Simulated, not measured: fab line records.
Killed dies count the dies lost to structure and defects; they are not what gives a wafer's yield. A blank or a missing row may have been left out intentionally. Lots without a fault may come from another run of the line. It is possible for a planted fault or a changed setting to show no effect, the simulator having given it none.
Chamber matching / flow n5-finfet / rie-diel-01 running N5_BEOL_M10_ETCH_62: 4 sister chambers
The step etches SOC in N2/H2, target depth 110 nm, overetch 22 nm, time 165 s. 18 wafers are shown with their chamber, then 9 later ones without.

EACH WAFER AND ITS CHAMBER
wafer=L074.1; chamber=2; showerhead-plenum-p-Torr (Torr)=2.47; throttle-valve-pct (%)=17.32; rf-vpp-V (V)=523
wafer=L074.3; chamber=3; showerhead-plenum-p-Torr (Torr)=2.68; throttle-valve-pct (%)=17.91; rf-vpp-V (V)=527
wafer=L074.5; chamber=1; showerhead-plenum-p-Torr (Torr)=2.48; throttle-valve-pct (%)=17.88; rf-vpp-V (V)=521
wafer=L078.1; chamber=2; showerhead-plenum-p-Torr (Torr)=2.46; throttle-valve-pct (%)=17.35; rf-vpp-V (V)=523
wafer=L078.4; chamber=3; showerhead-plenum-p-Torr (Torr)=2.68; throttle-valve-pct (%)=17.93; rf-vpp-V (V)=530
wafer=L078.6; chamber=0; showerhead-plenum-p-Torr (Torr)=2.48; throttle-valve-pct (%)=17.84; rf-vpp-V (V)=521
wafer=L080.1; chamber=1; showerhead-plenum-p-Torr (Torr)=2.48; throttle-valve-pct (%)=17.90; rf-vpp-V (V)=521
wafer=L080.3; chamber=2; showerhead-plenum-p-Torr (Torr)=2.46; throttle-valve-pct (%)=17.37; rf-vpp-V (V)=522
wafer=L080.4; chamber=0; showerhead-plenum-p-Torr (Torr)=2.48; throttle-valve-pct (%)=17.84; rf-vpp-V (V)=521
wafer=L082.1; chamber=3; showerhead-plenum-p-Torr (Torr)=2.68; throttle-valve-pct (%)=17.92; rf-vpp-V (V)=528
wafer=L082.4; chamber=1; showerhead-plenum-p-Torr (Torr)=2.48; throttle-valve-pct (%)=17.91; rf-vpp-V (V)=521
wafer=L082.6; chamber=2; showerhead-plenum-p-Torr (Torr)=2.46; throttle-valve-pct (%)=17.36; rf-vpp-V (V)=523
wafer=L084.2; chamber=2; showerhead-plenum-p-Torr (Torr)=2.46; throttle-valve-pct (%)=17.36; rf-vpp-V (V)=522
wafer=L084.4; chamber=2; showerhead-plenum-p-Torr (Torr)=2.46; throttle-valve-pct (%)=17.38; rf-vpp-V (V)=524
wafer=L084.5; chamber=1; showerhead-plenum-p-Torr (Torr)=2.47; throttle-valve-pct (%)=17.91; rf-vpp-V (V)=521
wafer=L086.2; chamber=2; showerhead-plenum-p-Torr (Torr)=2.46; throttle-valve-pct (%)=17.38; rf-vpp-V (V)=521
wafer=L086.4; chamber=3; showerhead-plenum-p-Torr (Torr)=2.67; throttle-valve-pct (%)=17.93; rf-vpp-V (V)=528
wafer=L086.5; chamber=2; showerhead-plenum-p-Torr (Torr)=2.46; throttle-valve-pct (%)=17.38; rf-vpp-V (V)=525

SIGNATURES (means of the wafers above)
reading=showerhead-plenum-p-Torr; chamber 0=2.4800; chamber 1=2.4775; chamber 2=2.4613; chamber 3=2.6775; scatter within a chamber=0.00412
reading=throttle-valve-pct; chamber 0=17.8400; chamber 1=17.9000; chamber 2=17.3625; chamber 3=17.9225; scatter within a chamber=0.0165
reading=rf-vpp-V; chamber 0=521.00; chamber 1=521.00; chamber 2=522.88; chamber 3=528.25; scatter within a chamber=1.06
Rule: for a wafer and a chamber, the distance is found by dividing, reading by reading, the gap between the wafer's reading and the chamber's mean by the reading's scatter, squaring, summing and taking the root. The wafer belongs to the nearest chamber; if the next one is less than 2 further off, it can't be placed. The scatter: the root of (the sum of the squares of (reading less its chamber's mean) over the shown wafers, divided by (wafers less chambers)).

WAFERS MISSING THEIR CHAMBER
wafer=L090.1; showerhead-plenum-p-Torr (Torr)=2.47; throttle-valve-pct (%)=17.94; rf-vpp-V (V)=521
wafer=L090.4; showerhead-plenum-p-Torr (Torr)=2.47; throttle-valve-pct (%)=17.95; rf-vpp-V (V)=521
wafer=L090.6; showerhead-plenum-p-Torr (Torr)=2.45; throttle-valve-pct (%)=17.40; rf-vpp-V (V)=522
wafer=L091.1; showerhead-plenum-p-Torr (Torr)=2.66; throttle-valve-pct (%)=17.97; rf-vpp-V (V)=527
wafer=L091.2; showerhead-plenum-p-Torr (Torr)=2.45; throttle-valve-pct (%)=17.41; rf-vpp-V (V)=521
wafer=L091.4; showerhead-plenum-p-Torr (Torr)=2.47; throttle-valve-pct (%)=17.95; rf-vpp-V (V)=522
wafer=L093.2; showerhead-plenum-p-Torr (Torr)=2.46; throttle-valve-pct (%)=17.96; rf-vpp-V (V)=520
wafer=L093.4; showerhead-plenum-p-Torr (Torr)=2.46; throttle-valve-pct (%)=17.98; rf-vpp-V (V)=520
wafer=L093.6; showerhead-plenum-p-Torr (Torr)=2.45; throttle-valve-pct (%)=17.43; rf-vpp-V (V)=522

WHICH CHAMBER EACH WENT THROUGH
wafer=L090.1; from the rows above=1; in truth=1
wafer=L090.4; from the rows above=1; in truth=1
wafer=L090.6; from the rows above=2; in truth=2
wafer=L091.1; from the rows above=3; in truth=3
wafer=L091.2; from the rows above=2; in truth=2
wafer=L091.4; from the rows above=1; in truth=1
wafer=L093.2; from the rows above=1; in truth=1
wafer=L093.4; from the rows above=1; in truth=1
wafer=L093.6; from the rows above=2; in truth=2
9 of 9 placed correctly. Not placeable from these rows: 0. 0 placed wrongly.
